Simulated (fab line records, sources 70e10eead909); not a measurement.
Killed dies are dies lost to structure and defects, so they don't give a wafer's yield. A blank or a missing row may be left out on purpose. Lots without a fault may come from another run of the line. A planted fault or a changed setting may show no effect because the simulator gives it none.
fab line records | flow nand_harc
record lots=6 wafers=18 last_day=24
route steps=1159 shown P_CONTACT@234 END@1159
lots that met no fault: from a run of the same line without faults
start_h: hours from the record's first day to the start of the lot's first wafer shown | wait_h: hours since the lot's step before | " the same as in the row above | L1.1+2: a row that stands for several wafers | - no value, or no start given | * or withheld: withheld | < > ~ a bound
route shown NAME@n: a module of which the file shows steps, and the number in the route of the first | usual: mean/standard deviation of fault-free wafers | same: alike in all rows | chamber/n: place in a boat | sites: the reading at each site | _std_site: their standard deviation | _edge_site: outer sites' mean less inner sites' | radius_mm: how far each site lies from the wafer's centre | mask NAME#n: copy n | behind: the tool/chamber that last shaped the wafer | hold: why the lot was held/for how many hours/how that ended | device: the transistor (n, p or np) that didn't switch | end of line: the same wafers' tests at the end of the route | a step without rows: its recipe alone | killed: dies lost to structure and defects at the first sort, not the wafer's yield | map: a wafer's dies, x killed, . not, _ none there
set.NAME: the setting as run; set.NAME@STEP: as run at that earlier step | model.NAME: the simulator's own value behind a step, which no gauge read
lots at some steps of the route; a table a step, a row a wafer
services: from which hour (start_h, from the record's first day; less than 0 if before it) a tool's chamber was out of use, for how many hours, and why
## steps
# step NHARC_P_CONTACT_INSPECT_14
# usual raw_defect_count=4.1/2.6
# columns lot.wafer tool chamber start_h wait_h raw_defect_count
L576.2 defect_inspect-01 - 118.78 0.0 3
L576.4 " - " " 2
L576.5 " - " " 1
L582.1 defect_inspect-02 - 153.95 0.0 2
L582.3 " - " " 4
L582.4 " - " " 6
L593.3 defect_inspect-01 - 225.43 0.0 13
L593.4 " - " " 9
L593.5 " - " " 10
L596.1 defect_inspect-02 - 238.27 0.0 2
L596.2 " - " " 4
L596.3 " - " " 4
L597.3 defect_inspect-01 - 238.42 0.0 1
L597.4 " - " " 0
L597.6 " - " " 4
L598.3 defect_inspect-01 - 244.91 0.0 4
L598.4 " - " " 6
L598.6 " - " " 4
# step NHARC_P_CONTACT_DESCUM_17
# recipe time_s=3 o2_flow_sccm=200 ar_flow_sccm=0 bias_power_w=0 chemistry=O2
# usual drypump_motor_current_A=5.8/0.42 oes_product_au=1.002/0.011 rf_vpp_V=57.9/0.79 showerhead_plenum_p_Torr=1.90/0.087 throttle_valve_pct=11.311/0.0088
# columns lot.wafer tool chamber start_h wait_h drypump_motor_current_A oes_product_au rf_hours_counter_h rf_vpp_V showerhead_plenum_p_Torr throttle_valve_pct
L576.2 rie_diel-03 3 118.84 0.1 5.6 0.994 6 57.8 1.89 11.317
L576.4 " 2 " " 5.6 0.977 6 58.5 1.97 11.316
L576.5 " 3 " " 5.6 0.988 - 57.3 1.89 11.325
L582.4 rie_diel-13 1 154.01 0.1 6.3 0.988 4 59.6 2.06 11.326
L582.3 " 3 " " 5.9 1.014 4 58.3 1.87 11.314
L582.1 " 0 " " 6.0 1.008 4 57.0 1.78 11.322
L593.4 rie_diel-13 3 225.49 0.1 5.9 0.995 11 56.5 1.87 11.299
L593.3 " 1 " " 6.3 0.997 13 58.0 2.05 11.307
L593.5 " 0 " " 6.0 0.995 - 56.8 1.78 11.323
L596.2 rie_diel-03 3 238.33 0.1 5.6 1.014 2 59.2 1.89 11.307
L596.1 " 0 " " 5.8 1.004 2 57.9 1.99 11.303
L596.3 " 0 " " 5.8 0.998 - 58.5 1.99 11.307
L597.4 rie_diel-13 3 238.47 0.1 5.9 1.003 13 58.9 1.87 11.321
L597.3 " 0 " " 6.0 1.009 13 59.0 1.77 11.302
L597.6 " 0 " " 6.0 1.013 - 57.8 1.77 11.311
L598.4 rie_diel-03 3 245.01 0.1 5.6 1.005 - 57.6 1.89 11.318
L598.3 " 0 " " 5.9 1.017 - 56.8 1.99 11.316
L598.6 " 3 " " 5.6 1.015 - 57.3 1.89 11.315
# step NHARC_P_CONTACT_ETCH_35
# recipe target_depth_a=390 over_etch_frac=0.3 time_s=65 ion_energy_ev=80 cf4_flow_sccm=150 ar_flow_sccm=0 rf_w=300 bias_w=100 chemistry=CF4
# step NHARC_P_CONTACT_ETCH_36
# recipe target_depth_a=2600 over_etch_frac=0.25 time_s=406.25 ion_energy_ev=200 n2_flow_sccm=150 h2_flow_sccm=150 ar_flow_sccm=0 rf_w=400 bias_w=150 chemistry=N2/H2
# usual drypump_motor_current_A=5.8/0.42 oes_product_au=1.001/0.012 rf_vpp_V=430.2/2.8 showerhead_plenum_p_Torr=2.03/0.099 throttle_valve_pct=14.171/0.01
# columns lot.wafer tool chamber start_h wait_h drypump_motor_current_A oes_product_au rf_hours_counter_h rf_vpp_V showerhead_plenum_p_Torr throttle_valve_pct
L576.4 rie_diel-03 2 - - 5.6 0.983 6 432.9 2.10 14.158
L576.2 " 1 " " 5.0 0.997 6 429.2 2.03 14.167
L576.5 " 3 " " 5.6 0.989 - 431.9 2.02 14.192
L582.4 rie_diel-13 1 - - 6.2 0.993 4 436.2 2.20 14.165
L582.1 " 2 " " 6.5 1.019 4 426.8 1.91 14.171
L582.3 " 0 " " 6.0 1.006 4 427.1 1.89 14.169
L593.4 rie_diel-13 0 - - 6.0 1.005 12 427.5 1.89 14.167
L593.3 " 1 " " 6.2 0.983 13 436.4 2.19 14.180
L593.5 " 3 " " 5.9 1.000 - 429.5 1.99 14.179
L596.2 rie_diel-03 0 238.59 0.1 5.8 1.013 2 432.5 2.12 14.176
L596.1 " 3 " " 5.6 1.011 2 429.6 2.01 14.178
L596.3 " 0 " " 5.8 1.008 - 431.9 2.12 14.183
L597.4 rie_diel-13 1 - - 6.3 1.009 14 435.9 2.19 14.165
L597.3 " 2 " " 6.5 1.008 13 427.6 1.91 14.152
L597.6 " 0 " " 6.0 0.999 - 426.4 1.89 14.184
L598.4 rie_diel-03 0 245.36 0.2 5.9 1.007 - 432.5 2.12 14.169
L598.3 " 3 " " 5.6 1.016 - 428.9 2.01 14.181
L598.6 " 0 " " 5.9 1.017 - 432.5 2.12 14.183
# step NHARC_P_CONTACT_ETCH_18
# recipe target_depth_a=4810 time_s=240.5 c4f8_flow_sccm=20 o2_flow_sccm=10 ar_flow_sccm=withheld rf_w=600 bias_w=1500 chemistry=C4F8/O2/Ar
# step NHARC_P_CONTACT_STRIP_37
# recipe c4f8_flow_sccm=withheld o2_flow_sccm=8 ar_flow_sccm=withheld bias_w=0 chemistry=C4F8/O2/Ar
# step NHARC_P_CONTACT_ETCH_31
# recipe target_depth_a=300 time_s=85.7 ion_energy_ev=120 over_etch_frac=1 ch3f_flow_sccm=50 o2_flow_sccm=30 ar_flow_sccm=200 rf_w=500 bias_w=100 chemistry=CH3F/O2
# usual drypump_motor_current_A=5.9/0.43 oes_product_au=0.985/0.014 rf_vpp_V=244.2/1.6 showerhead_plenum_p_Torr=2.44/0.11 throttle_valve_pct=20.663/0.0082
# columns lot.wafer tool chamber start_h wait_h drypump_motor_current_A oes_product_au rf_hours_counter_h rf_vpp_V showerhead_plenum_p_Torr throttle_valve_pct
L576.2 rie_diel-03 3 - - 5.6 0.981 7 243.6 2.43 20.677
L576.4 " 0 " " 5.9 0.996 7 245.1 2.55 20.677
L576.5 " 1 " " 4.9 0.994 - 244.4 2.44 20.657
L582.1 rie_diel-13 3 - - 5.9 0.993 4 244.8 2.41 20.660
L582.3 " 0 " " 6.0 1.002 4 242.9 2.29 20.662
L582.4 " 1 " " 6.3 0.988 4 246.4 2.64 20.677
L593.4 rie_diel-13 3 - - 5.9 0.984 12 243.5 2.41 20.651
L593.3 " 0 " " 6.0 0.988 12 241.6 2.29 20.652
L593.5 " 3 " " 5.9 0.983 - 244.4 2.41 20.676
L597.3 rie_diel-13 3 - - 5.9 0.977 13 245.0 2.41 20.657
L597.4 " 0 " " 6.0 0.989 14 242.9 2.29 20.658
L597.6 " 2 " " 6.5 0.984 - 242.3 2.31 20.659
L596.1 rie_diel-03 0 239.47 0.1 5.8 1.000 3 245.7 2.55 20.667
L596.2 " 3 " " 5.6 0.992 3 242.2 2.43 20.657
L596.3 " 0 " " 5.9 0.995 - 246.3 2.55 20.663
L598.3 rie_diel-03 0 246.14 0.1 5.8 0.998 - 246.6 2.55 20.655
L598.4 " 3 " " 5.6 1.001 - 244.1 2.43 20.667
L598.6 " 3 " " 5.6 0.995 - 243.1 2.43 20.679
# step NHARC_P_CONTACT_CD_MEAS_19
# usual cd_nm=89.4/1.8
# columns lot.wafer tool chamber start_h wait_h cd_nm
L576.2 cd_sem-01 - 119.72 - 89.7
L576.4 " - " " 88.4
L576.5 " - " " 87.4
L582.1 cd_sem-01 - 154.91 - 91.1
L582.3 " - " " 88.4
L582.4 " - " " 93.2
L593.3 cd_sem-02 - 226.37 - 89.1
L593.4 " - " " 87.3
L593.5 " - " " 89.6
L597.3 cd_sem-03 - 239.35 - 92.4
L597.4 " - " " 92.3
L597.6 " - " " 92.6
L596.1 cd_sem-01 - 239.64 0.2 90.7
L596.2 " - " " 89.2
L596.3 " - " " 90.2
L598.3 cd_sem-03 - 246.29 0.1 88.3
L598.4 " - " " 87.4
L598.6 " - " " 88.2
# step NHARC_P_CONTACT_STRIP_28
# recipe o2_flow_sccm=500 ar_flow_sccm=0 bias_w=0 chemistry=O2
# step NHARC_P_CONTACT_STRIP_29
# recipe time_s=1200 temp_c=72.5 chemistry=post_etch_residue_remover
# step NHARC_P_CONTACT_DEGAS_38
# recipe temp_c=300 time_s=60
# usual heater_power_w=436/48
# columns lot.wafer tool chamber start_h wait_h heater_power_w
L576.4 pvd_sputter-01 - 120.43 - 378
L576.2 " - " " 391
L576.5 " - " " 384
L582.3 pvd_sputter-03 - 155.67 - 435
L582.1 " - " " 452
L582.4 " - " " 462
L593.3 pvd_sputter-03 - 227.07 - 440
L593.4 " - " " 409
L593.5 " - " " 448
L597.3 pvd_sputter-03 - 240.07 - 399
L597.4 " - " " 428
L597.6 " - " " 457
L596.1 pvd_sputter-01 - 240.35 - 381
L596.3 " - " " 402
L596.2 " - " " 411
L598.3 pvd_sputter-02 - 247.02 - 402
L598.4 " - " " 402
L598.6 " - " " 403
# step NHARC_P_CONTACT_PRE_CLEAN_39
# recipe time_s=19.5 bias_v=250 gas=Ar
# step NHARC_P_CONTACT_PVD_32
# recipe target_thk_a=50 chamber_pressure_pa=5 power_w=5000 substrate_temp_c=200 time_s=17.7 material=Ti
# usual cathode_dc_power_W=5000.0/0.93 throttle_valve_pct=29.7/1.2
# columns lot.wafer tool chamber start_h wait_h cathode_dc_power_W throttle_valve_pct
L576.2 pvd_sputter-01 - 120.55 - 4999.0 29.4
L576.4 " - " " 4999.9 30.6
L576.5 " - " " 5000.7 29.4
L582.4 pvd_sputter-03 - 155.78 - 4999.0 30.2
L582.1 " - " " 5000.9 31.0
L582.3 " - " " 5001.2 29.8
L593.4 pvd_sputter-03 - 227.19 - 5593.9 29.5
L593.3 " - " " 5594.6 28.5
L593.5 " - " " 5594.9 29.6
L597.4 pvd_sputter-03 - 240.30 - 5594.7 30.9
L597.3 " - " " 5594.3 28.5
L597.6 " - " " 5596.7 31.0
L596.3 pvd_sputter-01 - 240.48 - 5001.1 29.2
L596.2 " - " " 4998.8 31.4
L596.1 " - " " 5000.3 30.8
L598.4 pvd_sputter-02 - 247.15 - 5000.5 28.7
L598.3 " - " " 4999.8 27.9
L598.6 " - " " 4999.3 28.7
# step NHARC_P_CONTACT_ALD_22
# recipe target_thk_a=30 pulse_time_s=1 ald_cycles=150 temp_c=450 material=TiN
# usual heater_power_w=1072/110 precursor_pulse_height_rel=0.999/0.019
# same ald_cycles=150 pulse_time_s=1
# columns lot.wafer tool chamber start_h wait_h heater_power_w precursor_pulse_height_rel
L576.4 ald_metal-03 0 120.71 - 1084 1.002
L576.2 " 1 " " 1105 1.016
L576.5 " 2 " " 1123 0.978
L582.3 ald_metal-02 0 155.92 - 923 1.004
L582.1 " 1 " " 1156 0.979
L582.4 " 2 " " 943 1.008
L593.4 ald_metal-02 3 227.33 - 1103 1.002
L593.3 " 0 " " 951 0.985
L593.5 " 3 " " 1105 0.965
L597.4 ald_metal-02 3 240.43 - 1088 0.992
L597.3 " 0 " " 918 0.994
L597.6 " 2 " " 927 0.999
L596.3 ald_metal-03 1 240.61 - 1123 1.015
L596.1 " 2 " " 1140 1.020
L596.2 " 3 " " 1211 1.007
L598.3 ald_metal-04 3 247.26 - 910 1.031
L598.4 " 1 " " 1207 0.958
L598.6 " 0 " " 978 0.944
# step NHARC_END_SORT_01
# recipe temp_c=25
# usual killed_at_array=29/10 killed_at_other=0.7/1 killed_at_periphery=3.7/2.6 killed_dies=33/10 killed_open=3.4/1.8 killed_short=1.8/1.3
# same gross_dies=677
# columns lot.wafer tool chamber start_h wait_h killed_at_array killed_at_other killed_at_periphery killed_dies killed_open killed_short
L582.1 prober-02 0 483.91 2.5 24 1 3 28 3 1
L582.3 prober-02 0 485.53 3.1 33 0 9 42 4 3
L582.4 prober-02 0 486.34 3.4 30 0 10 40 2 2
L596.1 prober-01 0 561.55 2.5 23 2 5 30 1 1
L596.2 prober-01 0 562.34 2.8 26 1 2 29 3 1
L596.3 prober-01 0 563.13 3.1 35 1 3 39 3 2
# killed by level:class
L582.1 A_CHANNEL_HOLE_D1:chamber_film_flake=12 A_STAIRCASE:chamber_film_flake=3 A_CONTACT:chamber_film_flake=3 P_CONTACT:geometric_particle:open=1 A_ONON_D1:geometric_particle:open=1 A_WL_FILL:geometric_particle:open=1 A_BLC:geometric_particle:short=1 P_STI:chamber_film_flake=1
L582.3 A_CHANNEL_HOLE_D1:chamber_film_flake=17 P_BONDPAD:chamber_film_flake=5 A_STAIRCASE:chamber_film_flake=5 A_M1:chamber_film_flake=4 A_CHANNEL_FILL_D1:geometric_particle:open=2 P_ZERO_WELL:chamber_film_flake=2 P_M0:geometric_particle:open=1 A_ONON_D1:geometric_particle:short=1
L582.4 A_CHANNEL_HOLE_D1:chamber_film_flake=16 A_STAIRCASE:chamber_film_flake=7 P_BONDPAD:chamber_film_flake=5 P_STI:chamber_film_flake=4 A_M1:chamber_film_flake=2 A_CHANNEL_FILL_D1:geometric_particle:short=1 A_CONTACT:geometric_particle:open=1 A_BLC:geometric_particle:open=1
L596.1 A_CHANNEL_HOLE_D1:chamber_film_flake=21 A_CONTACT:chamber_film_flake=2 THIN_TSV:chamber_film_flake=2 P_CONTACT:geometric_particle:short=1 P_CONTACT:geometric_particle:open=1 P_ZERO_WELL:chamber_film_flake=1 P_M0:chamber_film_flake=1 P_BONDPAD:chamber_film_flake=1
L596.2 A_CHANNEL_HOLE_D1:chamber_film_flake=18 A_CONTACT:chamber_film_flake=4 A_CONTACT:geometric_particle:open=2 P_GATE:geometric_particle:open=1 A_WL_FILL:geometric_particle:short=1 P_ZERO_WELL:chamber_film_flake=1 A_STAIRCASE:chamber_film_flake=1 THIN_TSV:chamber_film_flake=1
L596.3 A_CHANNEL_HOLE_D1:chamber_film_flake=29 A_WL_FILL:geometric_particle:short=2 P_ZERO_WELL:chamber_film_flake=2 A_CONTACT:chamber_film_flake=2 P_CONTACT:geometric_particle:open=1 A_CONTACT:geometric_particle:open=1 A_M0:geometric_particle:open=1 THIN_TSV:chamber_film_flake=1
## services
# columns tool chamber start_h hours kind
rie_diel-13 1 95.91 12.8 repair
rie_diel-03 0 96.44 - clean
rie_diel-03 1 96.44 - clean
rie_diel-13 - 99.00 9.0 pm
pvd_sputter-03 - 102.00 10.0 pm
rie_diel-03 0 133.67 2.8 repair
ald_metal-02 3 135.56 2.2 repair
ald_metal-03 - 144.00 10.0 pm
pvd_sputter-02 - 148.48 3.7 repair
pvd_sputter-01 - 158.00 10.0 pm
rie_diel-03 0 160.57 5.6 repair
rie_diel-03 1 174.43 8.0 repair
rie_diel-13 - 174.85 0.5 repair
pvd_sputter-03 - 176.10 4.3 repair
pvd_sputter-03 - 184.20 6.2 repair
ald_metal-02 - 186.00 10.0 pm
rie_diel-03 2 194.04 20.2 repair
rie_diel-13 2 209.92 5.3 repair
pvd_sputter-02 - 214.00 10.0 pm
rie_diel-03 - 215.44 9.0 pm
ald_metal-04 - 228.00 10.0 pm
rie_diel-03 1 228.37 71.2 repair
rie_diel-03 2 234.15 23.1 repair
pvd_sputter-02 - 241.48 1.1 repair
## key
first_sign step=NHARC_P_CONTACT_PVD_32 reading=cathode_dc_power_W direction=up sigmas=99+ usual=* struck=*
effect none on later readings
met_at NHARC_P_CONTACT_PVD_32
struck_wafers L593.3,L593.4,L593.5,L597.3,L597.4,L597.6
tester_left_out L593,L597
onset_between 155.78 227.19
fault kind=process_parameter_drift tool=pvd_sputter-03 chamber=- onset_h=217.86 steps=NHARC_P_CONTACT_PVD_32 channel=power_w offset=* shape=step end_h=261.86 acts_in=* stated=*
# tester_left_out: of these lots the tester's yield and bins aren't shown, on N5 and GAA mostly nor the transistor test; their killed dies are dies lost to structure and defects alone, not to doping, threshold or leakage, so they don't give the yield
